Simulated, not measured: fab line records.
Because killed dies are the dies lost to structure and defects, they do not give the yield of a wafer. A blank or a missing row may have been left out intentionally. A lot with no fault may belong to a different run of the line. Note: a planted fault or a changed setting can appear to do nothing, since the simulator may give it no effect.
Chamber matching -- flow n5-finfet -- N5_BEOL_M2_ETCH_70 on rie-diel-06: 4 sister chambers
The step etches SOC in N2/H2, target depth 80 nm, overetch 24 nm, time 130 s. 8 wafers are shown with their chamber, then 8 later ones without.

## WAFERS PAIRED WITH THEIR CHAMBERS
wafer,chamber,drypump-motor-current-A (A),showerhead-plenum-p-Torr (Torr)
L080.2,1,5.5,2.58
L083.5,2,6.4,2.70
L083.6,3,5.7,2.47
L084.3,1,5.5,2.58
L084.4,3,5.7,2.47
L090.3,2,6.4,2.69
L090.6,0,4.9,2.49
L091.2,0,4.8,2.49

## WAFERS WHOSE CHAMBER IS MISSING
wafer,drypump-motor-current-A (A),showerhead-plenum-p-Torr (Torr)
L091.4,5.5,2.57
L091.5,4.9,2.49
L093.1,5.6,2.57
L093.2,5.7,2.46
L093.6,6.4,2.68
L096.1,6.4,2.68
L096.2,4.8,2.49
L096.5,5.6,2.57

## THE CHAMBER EACH PASSED THROUGH
wafer,from the rows above,in truth
L091.4,1,1
L091.5,0,0
L093.1,1,1
L093.2,3,3
L093.6,2,2
L096.1,2,2
L096.2,0,0
L096.5,1,1
Placed correctly: 8 of 8. Number that these rows cannot place: 0. 0 placed wrongly.
How it was worked out, from the rows above alone: a wafer's distance from a chamber is the root of the sum, over the readings, of the square of ((its reading less the chamber's mean) divided by the reading's scatter). If the next closest chamber is less than 2 further off than the closest, the wafer can't be placed; otherwise it belongs to the closest. For every chamber, the mean is computed from those of its wafers that are shown. The scatter: take each reading less its chamber's mean, square it, sum over the shown wafers, divide by the number of wafers less the number of chambers, and take the root.
